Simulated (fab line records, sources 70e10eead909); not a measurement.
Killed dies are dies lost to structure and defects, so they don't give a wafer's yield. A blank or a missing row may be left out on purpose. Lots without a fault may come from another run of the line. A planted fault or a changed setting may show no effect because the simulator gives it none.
Which tool did it? | flow nand_harc | 12 lots, 35 wafers sampled, at 6 steps of a route of 1302

WHAT THE GAUGES READ, wafer by wafer
NHARC_A_ONON_D1_THK_MEAS_27: measures by ellipsometry. Usual: thk_nm 998 nm, standard deviation 8.9.
lot  | measured     | on            | thk_nm (nm)                   | flag
L174 | day 8 09:20  | film_metro-02 | 999 998 998                   |
L173 | day 8 09:21  | film_metro-01 | 1016 1017 1015                |
L178 | day 10 03:11 | film_metro-01 | 1309 1000 1309 998            | OFF
L179 | day 11 02:05 | film_metro-02 | 1312 1001 1001 1311 1001 1000 | OFF
L180 | day 11 01:44 | film_metro-01 | 1008 1007 1006                |
L185 | day 13 14:23 | film_metro-02 | 1009 1006 1008                |
L187 | day 14 09:34 | film_metro-02 | 992 995 995                   |
L189 | day 14 23:11 | film_metro-02 | 1003 1002 1002                |
L191 | day 15 18:59 | film_metro-01 | 1000 1002 1001                |
L193 | day 16 13:55 | film_metro-01 | 988 990 988                   |
L195 | day 17 15:19 | film_metro-01 | 1006 1006 1008                |
L196 | day 17 15:19 | film_metro-02 | 978 980 980                   |

NHARC_END_SORT_01. Usual: killed_at_array 56, standard deviation 18; killed_at_other 1.4, standard deviation 1.5; killed_at_periphery 4, standard deviation 3.1; killed_dies 61, standard deviation 19; killed_open 3.5, standard deviation 1.8; killed_short 2.4, standard deviation 1.4.
lot  | measured     | on        | killed_at_array | killed_at_other | killed_at_periphery | killed_dies | killed_open | killed_short | flag
L174 | day 24 10:09 | prober-01 | 27 17 21        | 1 2 0           | 3 1 6               | 31 20 27    | 3 1 5       | 3 4 2        |
L173 | day 24 10:59 | prober-02 | 63 64 81        | 0 1 0           | 1 0 4               | 64 65 85    | 2 3 3       | 2 1 5        |
L178 | day 26 15:31 | prober-02 | 675 51          | 1 1             | 1 1                 | 677 53      | 5 1         | 0 4          | OFF
L179 | day 27 20:19 | prober-02 | 668 55 52       | 3 0 1           | 6 3 9               | 677 58 62   | 4 3 4       | 4 3 1        | OFF
L180 | day 27 11:44 | prober-02 | 68 57 66        | 0 0 1           | 3 1 2               | 71 58 69    | 5 4 7       | 2 1 5        |
L185 | day 30 13:32 | prober-01 | 75 72 80        | 0 0 0           | 5 4 3               | 80 76 83    | 3 2 3       | 2 5 4        |
L187 | day 31 09:17 | prober-02 | 50 52 48        | 1 1 4           | 4 3 3               | 55 56 55    | 2 6 4       | 2 6 1        |
L189 | day 31 01:46 | prober-01 | 54 68 64        | 1 3 1           | 7 2 7               | 62 73 72    | 1 3 4       | 1 3 0        |
L191 | day 31 18:37 | prober-02 | 79 83 78        | 2 0 1           | 0 2 0               | 81 85 79    | 2 4 3       | 2 4 3        |
L193 | day 33 03:10 | prober-01 | 99 93 78        | 4 4 0           | 1 1 2               | 104 98 80   | 1 3 0       | 1 5 4        |
L195 | day 33 22:32 | prober-01 | 61 97 83        | 2 4 2           | 5 2 5               | 68 103 90   | 3 5 2       | 2 3 2        |
L196 | day 34 07:28 | prober-02 | 39 26 29        | 0 0 0           | 0 2 1               | 39 28 30    | 4 2 0       | 6 1 4        |

WHICH TOOL RAN EACH LOT (tool, then ch and the chambers of the sampled wafers, then the start)
lot  | NHARC_P_BONDPAD_ANNEAL_28        | NHARC_A_ZERO_WELL_ETCH_13        | NHARC_A_ONON_D1_DEP_25           | NHARC_A_CHANNEL_HOLE_D1_ETCH_38
L174 | rtp_anneal-01 ch 0, day 6 20:45  | rie_si-06 ch 1,2, day 6 23:18    | pecvd_onon-04 ch 0, day 8 08:52  | rie_diel-06 ch 2,3, day 8 13:26
L173 | rtp_anneal-02 ch 0, day 6 21:22  | rie_si-02 ch 0,2, day 6 23:53    | pecvd_onon-01 ch 0, day 8 08:58  | rie_diel-13 ch 1,2, day 8 13:35
L178 | rtp_anneal-01 ch 0, day 8 14:04  | rie_si-02 ch 2,3, day 8 16:21    | pecvd_onon-01 ch 0, day 10 02:55 | rie_diel-06 ch 1, day 10 10:02
L179 | rtp_anneal-01 ch 0, day 9 10:11  | rie_si-03 ch 0,2,3, day 9 12:43  | pecvd_onon-01 ch 0, day 11 01:38 | rie_diel-03 ch 0,3, day 11 10:18
L180 | rtp_anneal-02 ch 0, day 9 13:52  | rie_si-02 ch 1,2,3, day 9 16:24  | pecvd_onon-03 ch 0, day 11 01:14 | rie_diel-06 ch 1,2,3, day 11 08:30
L185 | rtp_anneal-01 ch 0, day 11 20:56 | rie_si-06 ch 0,2,3, day 11 23:28 | pecvd_onon-03 ch 0, day 13 13:56 | rie_diel-03 ch 0,2,3, day 13 19:03
L187 | rtp_anneal-01 ch 0, day 12 21:46 | rie_si-03 ch 1,2,3, day 13 00:20 | pecvd_onon-01 ch 0, day 14 09:04 | rie_diel-06 ch 0,1,3, day 14 13:40
L189 | rtp_anneal-02 ch 0, day 13 08:57 | rie_si-06 ch 2,3, day 13 11:30   | pecvd_onon-01 ch 0, day 14 22:40 | rie_diel-06 ch 1,2, day 15 03:08
L191 | rtp_anneal-02 ch 0, day 14 04:11 | rie_si-06 ch 0,3, day 14 06:43   | pecvd_onon-04 ch 0, day 15 18:29 | rie_diel-06 ch 0,2,3, day 15 23:31
L193 | rtp_anneal-01 ch 0, day 15 00:26 | rie_si-06 ch 0,1,2, day 15 02:52 | pecvd_onon-01 ch 0, day 16 13:28 | rie_diel-06 ch 1,2,3, day 16 19:27
L195 | rtp_anneal-02 ch 0, day 16 03:15 | rie_si-06 ch 0,3, day 16 05:44   | pecvd_onon-03 ch 0, day 17 14:58 | rie_diel-13 ch 0,3, day 17 19:17
L196 | rtp_anneal-01 ch 0, day 16 04:11 | rie_si-02 ch 0,1,2, day 16 06:43 | pecvd_onon-01 ch 0, day 17 14:51 | rie_diel-06 ch 0,1, day 17 21:11
- NHARC_P_BONDPAD_ANNEAL_28: time 90 s.
- NHARC_A_ZERO_WELL_ETCH_13: etches the open film in HBr/Cl2, target depth 120 nm, time 40.1 s.
- NHARC_A_ONON_D1_DEP_25: target thk 1000 nm.
- NHARC_A_CHANNEL_HOLE_D1_ETCH_38: etches the open film in CF4, target depth 39 nm, time 65 s.

WHAT THE TOOLS THEMSELVES READ (means of the sampled wafers that have a number; where no wafer has one, the mark that the record gives instead)
NHARC_P_BONDPAD_ANNEAL_28. Usual: wafer_temp_C_max 226.15, standard deviation 0.28.
lot  | tool          | wafer_temp_C_max | flag
L174 | rtp_anneal-01 | 226.24           |
L173 | rtp_anneal-02 | 226.24           |
L178 | rtp_anneal-01 | 225.79           |
L179 | rtp_anneal-01 | 226.10           |
L180 | rtp_anneal-02 | 226.05           |
L185 | rtp_anneal-01 | 225.94           |
L187 | rtp_anneal-01 | 226.11           |
L189 | rtp_anneal-02 | 226.44           |
L191 | rtp_anneal-02 | 226.13           |
L193 | rtp_anneal-01 | 226.23           |
L195 | rtp_anneal-02 | 226.36           |
L196 | rtp_anneal-01 | 226.14           |

NHARC_A_ZERO_WELL_ETCH_13. Usual: drypump_motor_current_A 5.8 A, standard deviation 0.32; oes_product_au 1.002 a.u., standard deviation 0.0093; throttle_valve_pct 26.407 %, standard deviation 0.0083.
lot  | tool      | drypump_motor_current_A (A) | oes_product_au (a.u.) | throttle_valve_pct (%) | flag
L174 | rie_si-06 | 6.0                         | 1.001                 | 26.406                 |
L173 | rie_si-02 | 5.8                         | 0.991                 | 26.411                 |
L178 | rie_si-02 | 5.7                         | 1.001                 | 26.416                 |
L179 | rie_si-03 | 5.3                         | 1.006                 | 26.404                 |
L180 | rie_si-02 | 5.8                         | 0.993                 | 26.404                 |
L185 | rie_si-06 | 6.0                         | 0.996                 | 26.408                 |
L187 | rie_si-03 | 5.2                         | 0.999                 | 26.404                 |
L189 | rie_si-06 | 6.0                         | 1.006                 | 26.405                 |
L191 | rie_si-06 | 5.9                         | 0.998                 | 26.407                 |
L193 | rie_si-06 | 6.1                         | 1.000                 | 26.409                 |
L195 | rie_si-06 | 5.9                         | 0.994                 | 26.403                 |
L196 | rie_si-02 | 5.9                         | 1.002                 | 26.410                 |

NHARC_A_CHANNEL_HOLE_D1_ETCH_38. Usual: drypump_motor_current_A 5.7 A, standard deviation 0.4; oes_product_au 1.002 a.u., standard deviation 0.011; rf_vpp_V 151.0 V, standard deviation 1.2; showerhead_plenum_p_Torr 1.74 Torr, standard deviation 0.081; throttle_valve_pct 13.284 %, standard deviation 0.0092.
lot  | tool        | drypump_motor_current_A (A) | oes_product_au (a.u.) | rf_vpp_V (V) | showerhead_plenum_p_Torr (Torr) | throttle_valve_pct (%) | flag
L174 | rie_diel-06 | 5.4                         | 1.010                 | 151.2        | 1.81                            | 13.286                 |
L173 | rie_diel-13 | 5.7                         | 1.001                 | 151.3        | 1.77                            | 13.283                 |
L178 | rie_diel-06 | 5.6                         | 1.005                 | 151.7        | 1.65                            | 13.280                 |
L179 | rie_diel-03 | 5.9                         | 0.987                 | 150.1        | 1.71                            | 13.287                 |
L180 | rie_diel-06 | 5.5                         | 1.013                 | 151.6        | 1.77                            | 13.293                 |
L185 | rie_diel-03 | 5.9                         | 0.993                 | 150.7        | 1.74                            | 13.282                 |
L187 | rie_diel-06 | 5.8                         | 1.006                 | 150.6        | 1.69                            | 13.276                 |
L189 | rie_diel-06 | 5.7                         | 1.010                 | 151.3        | 1.80                            | 13.286                 |
L191 | rie_diel-06 | 5.8                         | 1.011                 | 150.8        | 1.77                            | 13.298                 |
L193 | rie_diel-06 | 5.5                         | 1.009                 | 151.0        | 1.77                            | 13.278                 |
L195 | rie_diel-13 | 5.4                         | 0.999                 | 151.9        | 1.78                            | 13.285                 |
L196 | rie_diel-06 | 5.8                         | 1.002                 | 149.9        | 1.65                            | 13.282                 |

THE ANSWER, worked out from the rows above alone
Rule: a lot is off if the mean of its wafers that have a number lies more than 3 standard deviations from the usual mean. A lot without any number at a reading at which 4 lots or more have one is off too. The other lots that the step has rows for count as sound. The gauges are gone through in route order, then the tools' own readings, and for those a lot's mean is taken as printed above. The first step at which some lot is off is used, and at that step the reading that is off furthest; a lot without a number counts as furthest.
Off: L178, L179, at NHARC_A_ONON_D1_THK_MEAS_27 (thk_nm).
A tool fits if, at a process step before that reading, it ran every lot that is off, and no sound lot after the first of them. The gauges at NHARC_A_ONON_D1_THK_MEAS_27 aren't tried: what is off there is off at NHARC_END_SORT_01 too, on other tools, and a gauge's error can't cause that. None of those tried fits.

WHAT THE SIMULATOR HAD PUT IN
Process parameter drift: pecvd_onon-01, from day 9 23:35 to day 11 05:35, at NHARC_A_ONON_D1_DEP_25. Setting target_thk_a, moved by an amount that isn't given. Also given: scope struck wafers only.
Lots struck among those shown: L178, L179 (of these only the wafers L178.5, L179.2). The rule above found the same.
